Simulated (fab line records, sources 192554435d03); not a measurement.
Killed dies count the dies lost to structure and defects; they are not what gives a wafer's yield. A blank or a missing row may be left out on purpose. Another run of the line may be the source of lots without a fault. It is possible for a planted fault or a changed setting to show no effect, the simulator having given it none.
fab line records -- flow n5-finfet -- part 2 of 2: steps 5 to 6 of 6
record: lots: 21, wafers: 63, last-day: 18
route steps=1938 shown BEOL_M4@1043
lots with no fault: from the same line, run without faults
start-h: hours from the record's opening day to when the first of the lot's shown wafers began -- wait-h: how many hours have passed since the lot's step before this one -- " as in the row above -- L1.1+2: several wafers, shown together as one row -- - no value present, or no start provided -- * or withheld: withheld -- < > ~ a bound
route shown NAME@n: a module of which the file shows steps, and the number in the route of the first -- usual: average and standard deviation across the fault-free wafers -- same: alike in all rows -- chamber/n: place in a boat -- sites: readings site by site -- _std_site: standard deviation across them -- _edge_site: outer sites' mean less inner sites' -- radius-mm: how far each site lies from the wafer's centre -- mask NAME#n: copy n -- behind: the most recent tool/chamber to have shaped the wafer -- hold: what put the lot on hold/how long, in hours/how the hold closed -- device: the transistor (n, p or np) that didn't switch -- end of line: the tests these same wafers got at the end of their route -- for a step that has no rows: nothing shown but its recipe -- killed: dies that structure and defects cost at the first sort, which is not the same as the wafer's yield -- map: per-die view of a wafer (x killed, . not killed, _ where there is no die)
set.NAME: the setting the step ran with; set.NAME@STEP: the setting that earlier step ran with -- model.NAME: the simulator's own value behind a step, which no gauge read
the route's steps for a sample of lots (tables are steps, rows are wafers)
services: from which hour (start-h, from the record's first day; less than 0 if before it) a tool's chamber was out of use, for how many hours, and why
== steps ==
step: N5_BEOL_M4_SPUTTER_79
recipe: material: Cu, target-thk-a: 45, temp-c: -20, chamber-pressure-pa: 0.07, power-w: withheld, time-s: 8.29
usual: chamber-pressure-pa: 0.07/0.00013, substrate-temp-c: -20.00/0.1, throttle-valve-pct: 29.8/1
lot.wafer,tool,chamber,start-h,wait-h,chamber-pressure-pa,substrate-temp-c,throttle-valve-pct
L076.1,pvd-sputter-01,-,177.47,0.1,0.06995,-20.11,29.6
L076.4,pvd-sputter-01,-,177.47,0.1,0.0699,-19.88,30.4
L076.5,pvd-sputter-01,-,177.47,0.1,0.06997,-19.96,30.2
L077.1,pvd-sputter-02,-,183.10,0.1,0.07018,-20.08,29.9
L077.4,pvd-sputter-02,-,183.10,0.1,0.06987,-20.03,28.2
L077.6,pvd-sputter-02,-,183.10,0.1,0.07014,-20.03,29.7
L078.1,pvd-sputter-03,-,184.15,0.1,0.06996,-20.01,31.1
L078.5,pvd-sputter-03,-,184.15,0.1,0.07012,-20.14,31.5
L078.6,pvd-sputter-03,-,184.15,0.1,0.06999,-20.00,30.9
L080.1,pvd-sputter-02,-,197.22,0.1,0.07005,-19.99,28.6
L080.3,pvd-sputter-02,-,197.22,0.1,0.06991,-19.98,31.1
L080.6,pvd-sputter-02,-,197.22,0.1,0.06981,-20.08,29.8
L081.1,pvd-sputter-01,-,210.03,0.1,0.06967,-20.07,30.3
L081.2,pvd-sputter-01,-,210.03,0.1,0.07018,-19.94,30.3
L081.5,pvd-sputter-01,-,210.03,0.1,0.06991,-20.03,29.6
L082.3,pvd-sputter-01,-,212.89,0.1,0.07007,-19.98,30.2
L082.4,pvd-sputter-01,-,212.89,0.1,0.06998,-20.00,30.5
L082.6,pvd-sputter-01,-,212.89,0.1,0.07022,-20.03,30.2
L083.2,pvd-sputter-02,-,215.42,0.1,0.07001,-20.18,28.5
L083.4,pvd-sputter-02,-,215.42,0.1,0.06991,-19.94,29.9
L083.6,pvd-sputter-02,-,215.42,0.1,0.07014,-19.80,31.3
L084.2,pvd-sputter-03,-,217.22,0.1,0.06989,-19.95,28.6
L084.3,pvd-sputter-03,-,217.22,0.1,0.06988,-19.98,31.5
L084.4,pvd-sputter-03,-,217.22,0.1,0.06981,-20.00,30.6
L086.2,pvd-sputter-03,-,234.25,0.1,0.07003,-20.03,31.4
L086.3,pvd-sputter-03,-,234.25,0.1,0.07001,-19.97,30.0
L086.5,pvd-sputter-03,-,234.25,0.1,0.07006,-19.94,31.4
L087.1,pvd-sputter-02,-,236.73,0.1,0.07007,-19.91,29.9
L087.4,pvd-sputter-02,-,236.73,0.1,0.06986,-19.99,28.0
L087.5,pvd-sputter-02,-,236.73,0.1,0.06999,-19.84,31.2
L085.1,pvd-sputter-01,-,239.39,0.1,0.07,-20.11,29.6
L085.2,pvd-sputter-01,-,239.39,0.1,0.06993,-19.92,30.5
L085.5,pvd-sputter-01,-,239.39,0.1,0.07019,-19.95,30.4
L088.2,pvd-sputter-02,-,240.51,0.1,0.06998,-19.94,28.3
L088.4,pvd-sputter-02,-,240.51,0.1,0.06996,-19.84,29.9
L088.5,pvd-sputter-02,-,240.51,0.1,0.0702,-20.12,27.9
L089.1,pvd-sputter-03,-,263.98,0.1,0.07012,-20.06,30.8
L089.5,pvd-sputter-03,-,263.98,0.1,0.0698,-19.82,31.2
L089.6,pvd-sputter-03,-,263.98,0.1,0.07,-20.16,30.6
L090.3,pvd-sputter-01,-,267.24,0.1,0.07014,-19.93,30.3
L090.4,pvd-sputter-01,-,267.24,0.1,0.06991,-20.05,29.3
L090.6,pvd-sputter-01,-,267.24,0.1,0.07023,-20.03,30.1
L091.1,pvd-sputter-03,-,273.56,0.1,0.06993,-19.93,29.1
L091.5,pvd-sputter-03,-,273.56,0.1,0.07004,-19.91,30.1
L091.6,pvd-sputter-03,-,273.56,0.1,0.06993,-20.02,28.6
L093.1,pvd-sputter-03,-,285.63,0.1,0.07014,-20.10,30.6
L093.4,pvd-sputter-03,-,285.63,0.1,0.0699,-20.01,31.2
L093.6,pvd-sputter-03,-,285.63,0.1,0.07006,-20.11,30.9
L094.2,pvd-sputter-03,-,293.28,0.1,0.07003,-19.95,31.3
L094.4,pvd-sputter-03,-,293.28,0.1,0.07021,-20.00,29.1
L094.5,pvd-sputter-03,-,293.28,0.1,0.06984,-19.98,29.0
L092.1,pvd-sputter-01,-,293.43,0.1,0.07003,-20.17,30.2
L092.3,pvd-sputter-01,-,293.43,0.1,0.07003,-19.92,29.3
L092.4,pvd-sputter-01,-,293.43,0.1,0.07011,-19.90,30.6
L095.3,pvd-sputter-02,-,302.50,0.1,0.07007,-19.97,27.8
L095.5,pvd-sputter-02,-,302.50,0.1,0.0699,-20.15,29.9
L095.6,pvd-sputter-02,-,302.50,0.1,0.07009,-19.97,28.1
L096.1,pvd-sputter-03,-,316.86,0.1,0.06979,-19.99,28.5
L096.4,pvd-sputter-03,-,316.86,0.1,0.06997,-19.99,30.8
L096.5,pvd-sputter-03,-,316.86,0.1,0.06991,-20.09,30.7
L097.1,pvd-sputter-03,-,322.49,0.1,0.07003,-19.95,30.0
L097.5,pvd-sputter-03,-,322.49,0.1,0.07,-20.01,30.0
L097.6,pvd-sputter-03,-,322.49,0.1,0.07006,-20.05,30.8
step: N5_BEOL_M4_SPUTTER_90
recipe: material: Cu, target-thk-a: 45, temp-c: -20, chamber-pressure-pa: 0.07, power-w: withheld, time-s: 8.29
usual: chamber-pressure-pa: 0.07/0.00014, substrate-temp-c: -19.99/0.1, throttle-valve-pct: 29.8/1
lot.wafer,tool,chamber,start-h,wait-h,chamber-pressure-pa,substrate-temp-c,throttle-valve-pct
L076.1,pvd-sputter-01,-,178.35,0.1,0.07006,-19.99,29.3
L076.4,pvd-sputter-01,-,178.35,0.1,0.07008,-20.03,30.4
L076.5,pvd-sputter-01,-,178.35,0.1,0.06997,-19.96,30.1
L077.1,pvd-sputter-02,-,183.98,0.1,0.06998,-20.03,30.0
L077.4,pvd-sputter-02,-,183.98,0.1,0.06979,-20.14,28.2
L077.6,pvd-sputter-02,-,183.98,0.1,0.06998,-19.91,30.0
L078.1,pvd-sputter-03,-,185.03,0.1,0.06974,-20.05,31.2
L078.5,pvd-sputter-03,-,185.03,0.1,0.06986,-20.06,31.4
L078.6,pvd-sputter-03,-,185.03,0.1,0.06986,-19.88,30.7
L080.1,pvd-sputter-02,-,198.10,0.1,0.07026,-20.13,28.4
L080.3,pvd-sputter-02,-,198.10,0.1,0.06986,-19.89,31.3
L080.6,pvd-sputter-02,-,198.10,0.1,0.06992,-19.94,30.1
L081.1,pvd-sputter-01,-,210.91,0.1,0.06982,-20.23,30.1
L081.2,pvd-sputter-01,-,210.91,0.1,0.07007,-19.88,30.1
L081.5,pvd-sputter-01,-,210.91,0.1,0.07002,-19.82,29.7
L082.3,pvd-sputter-01,-,213.77,0.1,0.07034,-20.01,30.4
L082.4,pvd-sputter-01,-,213.77,0.1,0.07013,-20.05,30.5
L082.6,pvd-sputter-01,-,213.77,0.1,0.07029,-19.88,30.4
L083.2,pvd-sputter-02,-,216.30,0.1,0.06992,-19.98,28.7
L083.4,pvd-sputter-02,-,216.30,0.1,0.0701,-19.93,30.0
L083.6,pvd-sputter-02,-,216.30,0.1,0.06998,-19.94,31.5
L084.2,pvd-sputter-03,-,218.10,0.1,0.07003,-19.98,28.8
L084.3,pvd-sputter-03,-,218.10,0.1,0.06984,-19.98,31.3
L084.4,pvd-sputter-03,-,218.10,0.1,0.06984,-19.95,30.7
L086.2,pvd-sputter-03,-,235.13,0.1,0.07011,-19.91,31.3
L086.3,pvd-sputter-03,-,235.13,0.1,0.07024,-19.88,30.0
L086.5,pvd-sputter-03,-,235.13,0.1,0.07003,-20.01,31.1
L087.1,pvd-sputter-02,-,237.61,0.1,0.07001,-19.88,29.8
L087.4,pvd-sputter-02,-,237.61,0.1,0.06993,-20.15,28.0
L087.5,pvd-sputter-02,-,237.61,0.1,0.07001,-20.22,31.3
L085.1,pvd-sputter-01,-,240.27,0.1,0.07011,-20.04,29.5
L085.2,pvd-sputter-01,-,240.27,0.1,0.07004,-19.94,30.4
L085.5,pvd-sputter-01,-,240.27,0.1,0.07001,-19.98,30.5
L088.2,pvd-sputter-02,-,241.39,0.1,0.07005,-20.02,28.5
L088.4,pvd-sputter-02,-,241.39,0.1,0.07002,-19.81,29.9
L088.5,pvd-sputter-02,-,241.39,0.1,0.06982,-20.10,28.1
L089.1,pvd-sputter-03,-,264.86,0.1,0.07021,-20.15,30.7
L089.5,pvd-sputter-03,-,264.86,0.1,0.06992,-20.10,31.4
L089.6,pvd-sputter-03,-,264.86,0.1,0.06997,-19.92,30.8
L090.3,pvd-sputter-01,-,268.12,0.1,0.07004,-19.91,30.3
L090.4,pvd-sputter-01,-,268.12,0.1,0.0698,-19.91,29.0
L090.6,pvd-sputter-01,-,268.12,0.1,0.07013,-20.11,30.1
L091.1,pvd-sputter-03,-,275.18,0.1,0.06996,-20.14,28.9
L091.5,pvd-sputter-03,-,275.18,0.1,0.06996,-20.00,30.1
L091.6,pvd-sputter-03,-,275.18,0.1,0.07012,-20.26,28.7
L093.1,pvd-sputter-03,-,286.51,0.1,0.06993,-20.01,30.4
L093.4,pvd-sputter-03,-,286.51,0.1,0.0701,-19.94,31.5
L093.6,pvd-sputter-03,-,286.51,0.1,0.06992,-19.99,30.7
L094.2,pvd-sputter-03,-,294.16,0.1,0.07006,-20.16,31.1
L094.4,pvd-sputter-03,-,294.16,0.1,0.06992,-20.18,28.5
L094.5,pvd-sputter-03,-,294.16,0.1,0.0699,-19.97,28.6
L092.1,pvd-sputter-01,-,294.31,0.1,0.06996,-19.85,30.3
L092.3,pvd-sputter-01,-,294.31,0.1,0.06988,-19.95,29.0
L092.4,pvd-sputter-01,-,294.31,0.1,0.06994,-19.84,30.3
L095.3,pvd-sputter-02,-,303.38,0.1,0.06979,-19.89,28.0
L095.5,pvd-sputter-02,-,303.38,0.1,0.07032,-19.90,30.0
L095.6,pvd-sputter-02,-,303.38,0.1,0.07001,-19.92,28.0
L096.1,pvd-sputter-03,-,317.74,0.1,0.06993,-20.12,28.8
L096.4,pvd-sputter-03,-,317.74,0.1,0.0703,-19.87,30.8
L096.5,pvd-sputter-03,-,317.74,0.1,0.07007,-19.96,30.8
L097.1,pvd-sputter-03,-,323.37,0.1,0.07003,-20.02,30.0
L097.5,pvd-sputter-03,-,323.37,0.1,0.07018,-19.90,29.9
L097.6,pvd-sputter-03,-,323.37,0.1,0.07006,-19.98,31.2
== services ==
tool,chamber,start-h,hours,kind
rie-diel-05,1,183.09,9.7,repair
rie-diel-05,0,199.06,-,clean
rie-diel-05,0,199.06,-,consumable-replace:focus-ring
rie-diel-05,0,199.06,-,consumable-replace:showerhead
rie-diel-05,0,199.06,18.2,scheduled-down
rie-diel-05,0,199.06,18.2,vent-cycle
rie-diel-04,0,205.22,-,clean
rie-diel-04,0,205.22,-,consumable-replace:focus-ring
rie-diel-04,0,205.22,-,consumable-replace:showerhead
rie-diel-04,0,205.22,14.1,scheduled-down
rie-diel-04,0,205.22,14.1,vent-cycle
rie-diel-05,3,209.61,4.5,repair
rie-diel-05,3,217.52,-,clean
rie-diel-05,3,217.52,-,consumable-replace:focus-ring
rie-diel-05,3,217.52,14.1,scheduled-down
rie-diel-05,3,217.52,14.1,vent-cycle
rie-diel-05,0,223.81,5.5,repair
rie-diel-04,-,266.81,2.4,repair
rie-diel-06,-,267.21,0.6,repair
rie-diel-06,-,275.37,4.3,pm
rie-diel-06,2,294.86,13.9,repair
rie-diel-04,2,302.94,7.1,repair
rie-diel-04,2,310.68,4.4,repair
pvd-sputter-02,-,311.06,2.8,repair
